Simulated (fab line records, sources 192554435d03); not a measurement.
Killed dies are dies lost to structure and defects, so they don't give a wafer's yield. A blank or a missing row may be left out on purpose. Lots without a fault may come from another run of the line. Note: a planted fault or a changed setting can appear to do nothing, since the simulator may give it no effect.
Matching of chambers / flow n5_finfet / rie_diel-05 running N5_ZERO_LAYER_DESCUM_16: 4 sister chambers
The step chemistry O2, time 7.9 s. 7 wafers are shown with their chamber, then 9 later ones without.

== WAFERS PAIRED WITH THEIR CHAMBERS ==
wafer=L082.3; chamber=1; showerhead_plenum_p_Torr (Torr)=2.13; throttle_valve_pct (%)=20.68
wafer=L084.2; chamber=0; showerhead_plenum_p_Torr (Torr)=2.09; throttle_valve_pct (%)=20.82
wafer=L088.3; chamber=0; showerhead_plenum_p_Torr (Torr)=2.08; throttle_valve_pct (%)=20.83
wafer=L088.4; chamber=3; showerhead_plenum_p_Torr (Torr)=2.09; throttle_valve_pct (%)=20.88
wafer=L090.2; chamber=2; showerhead_plenum_p_Torr (Torr)=2.15; throttle_valve_pct (%)=19.84
wafer=L090.5; chamber=2; showerhead_plenum_p_Torr (Torr)=2.15; throttle_valve_pct (%)=19.84
wafer=L090.6; chamber=3; showerhead_plenum_p_Torr (Torr)=2.09; throttle_valve_pct (%)=20.88

== WAFERS MISSING THEIR CHAMBER ==
wafer=L094.1; showerhead_plenum_p_Torr (Torr)=2.09; throttle_valve_pct (%)=20.90
wafer=L094.2; showerhead_plenum_p_Torr (Torr)=2.08; throttle_valve_pct (%)=20.83
wafer=L094.6; showerhead_plenum_p_Torr (Torr)=2.12; throttle_valve_pct (%)=20.75
wafer=L095.1; showerhead_plenum_p_Torr (Torr)=2.12; throttle_valve_pct (%)=20.75
wafer=L095.2; showerhead_plenum_p_Torr (Torr)=2.08; throttle_valve_pct (%)=20.82
wafer=L095.4; showerhead_plenum_p_Torr (Torr)=2.08; throttle_valve_pct (%)=20.81
wafer=L097.1; showerhead_plenum_p_Torr (Torr)=2.09; throttle_valve_pct (%)=20.91
wafer=L097.2; showerhead_plenum_p_Torr (Torr)=2.08; throttle_valve_pct (%)=20.84
wafer=L097.5; showerhead_plenum_p_Torr (Torr)=2.08; throttle_valve_pct (%)=20.82

== EACH ONE'S CHAMBER ==
wafer=L094.1; from the rows above=3; in truth=3
wafer=L094.2; from the rows above=0; in truth=0
wafer=L094.6; from the rows above=1; in truth=1
wafer=L095.1; from the rows above=1; in truth=1
wafer=L095.2; from the rows above=0; in truth=0
wafer=L095.4; from the rows above=0; in truth=0
wafer=L097.1; from the rows above=3; in truth=3
wafer=L097.2; from the rows above=0; in truth=0
wafer=L097.5; from the rows above=0; in truth=0
Placed correctly: 9 of 9. Left unplaced by these rows: 0. 0 placed wrongly.
How it was worked out, from the rows above alone: a wafer's distance from a chamber is the root of the sum, over the readings, of the square of ((its reading less the chamber's mean) divided by the reading's scatter). The wafer belongs to the nearest chamber; if the next one is less than 2 further off, it can't be placed. A chamber's mean is the mean of its shown wafers. The scatter is the square root of a quotient: the sum, over the shown wafers, of each reading's squared deviation from its chamber's mean, divided by wafers minus chambers.
